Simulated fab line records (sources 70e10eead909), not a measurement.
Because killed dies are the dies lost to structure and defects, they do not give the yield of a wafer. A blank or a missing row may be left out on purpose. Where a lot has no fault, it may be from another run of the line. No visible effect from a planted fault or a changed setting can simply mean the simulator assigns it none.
Shared-tool check | flow nand harc | Lots sampled 11, wafers sampled 33

== WHY IT WAS OPENED ==
At NHARC_P_ZERO_WELL_CD_MEAS_24 the reading cd nm is flagged on 1 of 11 lots. Fault-free wafers read 719.9 nm, with a standard deviation of 1.5.
Rule: a lot is flagged in two cases, either no wafer of it has a number, or all its wafers with numbers fall more than 4 standard deviations from that mean. The other lots count as sound.

lot  | measured     | on        | cd nm (nm), wafer by wafer | flag
L620 | day 1 22:46  | cd sem-01 | 720.3 718.4 718.4          |
L623 | day 3 04:31  | cd sem-03 | 720.6 721.5 721.4          |
L624 | day 3 14:28  | cd sem-02 | 719.3 721.4 720.4          |
L626 | day 4 10:29  | cd sem-03 | 720.9 721.5 722.3          |
L628 | day 5 06:40  | cd sem-03 | 723.0 720.5 722.1          |
L631 | day 6 12:35  | cd sem-03 | 675.8 674.8 675.9          | FLAGGED
L636 | day 8 14:35  | cd sem-03 | 718.7 718.9 721.2          |
L640 | day 10 06:35 | cd sem-03 | 720.1 719.4 719.5          |
L641 | day 10 16:37 | cd sem-03 | 720.5 721.7 722.2          |
L642 | day 11 02:28 | cd sem-01 | 723.2 720.1 720.8          |
L643 | day 11 12:35 | cd sem-03 | 719.0 719.6 721.5          |
Average over the flagged lots: 675.5 nm; offset from the usual -44.4 nm, equal to -30 standard deviations.

== WHICH TOOL RAN EACH LOT ==
The record holds 1 process step before the reading, out of a route of 1302 steps. Read each cell as the tool, then ch plus the chambers that the sampled wafers visited, then the start.
lot  | flag    | NHARC_P_ZERO_WELL_EXPOSE_21
L620 |         | krf scanner-02 ch 0, day 1 22:36
L623 |         | krf scanner-02 ch 0, day 3 04:22
L624 |         | krf scanner-04 ch 0, day 3 14:19
L626 |         | krf scanner-02 ch 0, day 4 10:20
L628 |         | krf scanner-03 ch 0, day 5 06:30
L631 | FLAGGED | krf scanner-03 ch 0, day 6 12:25
L636 |         | krf scanner-02 ch 0, day 8 14:25
L640 |         | krf scanner-03 ch 0, day 10 06:26
L641 |         | krf scanner-02 ch 0, day 10 16:27
L642 |         | krf scanner-02 ch 0, day 11 02:19
L643 |         | krf scanner-04 ch 0, day 11 12:26
What the steps here do:
- NHARC_P_ZERO_WELL_EXPOSE_21: exposes mask P NWELL, target cd 720 nm.
- NHARC_P_ZERO_WELL_CD_MEAS_24: target cd 720 nm.

== FLAGGED OVER TOTAL, TOOL BY TOOL (the gauges that took the reading come last) ==
step                         | tool           | lots run | flagged | share of the flagged lots | sound lots run after its first flagged lot
NHARC_P_ZERO_WELL_EXPOSE_21  | krf scanner-02 | 6        | 0       | none                      | -
NHARC_P_ZERO_WELL_EXPOSE_21  | krf scanner-03 | 3        | 1       | all                       | 1 (L640)
NHARC_P_ZERO_WELL_EXPOSE_21  | krf scanner-04 | 2        | 0       | none                      | -
NHARC_P_ZERO_WELL_CD_MEAS_24 | cd sem-01      | 2        | 0       | none                      | -
NHARC_P_ZERO_WELL_CD_MEAS_24 | cd sem-02      | 1        | 0       | none                      | -
NHARC_P_ZERO_WELL_CD_MEAS_24 | cd sem-03      | 8        | 1       | all                       | 4 (L636,L640,L641,L643)

== THE TABLE: WHAT IT ALLOWS ==
In 2 table rows, all flagged lots were run: krf scanner-03 (NHARC_P_ZERO_WELL_EXPOSE_21), cd sem-03 (NHARC_P_ZERO_WELL_CD_MEAS_24).
- krf scanner-03 at NHARC_P_ZERO_WELL_EXPOSE_21 ran 3 lots, 1 of them flagged. Sound lots followed the first flagged one (L640) on it, something a lasting fault affecting the whole tool could not allow.
- cd sem-03 at NHARC_P_ZERO_WELL_CD_MEAS_24 ran 8 lots, 1 of them flagged. Sound lots followed the first flagged one (L636, L640, L641, L643) on it, something a lasting fault affecting the whole tool could not allow.
No row of the table ran every flagged lot and no sound lot after the first.

== WHAT WAS PUT IN BY THE SIMULATOR ==
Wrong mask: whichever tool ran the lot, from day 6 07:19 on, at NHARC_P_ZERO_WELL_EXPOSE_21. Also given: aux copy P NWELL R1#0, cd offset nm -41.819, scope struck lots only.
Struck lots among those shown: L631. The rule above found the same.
